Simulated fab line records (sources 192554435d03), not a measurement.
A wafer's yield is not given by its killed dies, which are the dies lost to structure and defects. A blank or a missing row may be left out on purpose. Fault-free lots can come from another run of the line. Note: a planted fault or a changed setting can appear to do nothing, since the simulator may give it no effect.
Matching of chambers -- flow n5_finfet -- ald_sin-04 running N5_SPACER0_ALD_07: 4 sister chambers
The step deposits SiNx, target thk 2 nm. 4 wafers are shown with their chamber, then 10 later ones without.

## WAFERS WITH THEIR CHAMBER
wafer,chamber,heater_power_w (W)
L083.3,3,767
L083.5,1,829
L084.3,0,772
L084.4,2,1014

## WAFERS WITHOUT THEIR CHAMBER
wafer,heater_power_w (W)
L084.6,786
L085.2,830
L085.4,801
L085.5,807
L088.1,769
L088.3,842
L088.5,814
L089.1,993
L089.5,799
L089.6,835

## EACH ONE'S CHAMBER
wafer,from the rows above,in truth
L084.6,can't be placed: 0 or 3 or 1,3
L085.2,1,1
L085.4,can't be placed: 1 or 0 or 3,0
L085.5,can't be placed: 1 or 0 or 3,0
L088.1,can't be placed: 3 or 0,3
L088.3,1,1
L088.5,can't be placed: 1 or 0 or 3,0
L089.1,2,2
L089.5,can't be placed: 0 or 1 or 3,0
L089.6,1,1
Correct placement for 4 of the 10. From these rows, 6 cannot be placed; in 6 the true chamber is one of the candidates. Wrongly placed: 0.
How it was worked out, from the rows above alone: a wafer's distance from a chamber is the root of the sum, over the readings, of the square of ((its reading less the chamber's mean) divided by the reading's scatter). The wafer belongs to the nearest chamber; if the next one is less than 2 further off, it can't be placed. A chamber's mean is the mean of its shown wafers. The scatter (one wafer shown for each chamber): square how far every hidden wafer sits from the nearest shown wafer, average those squares and take the square root.
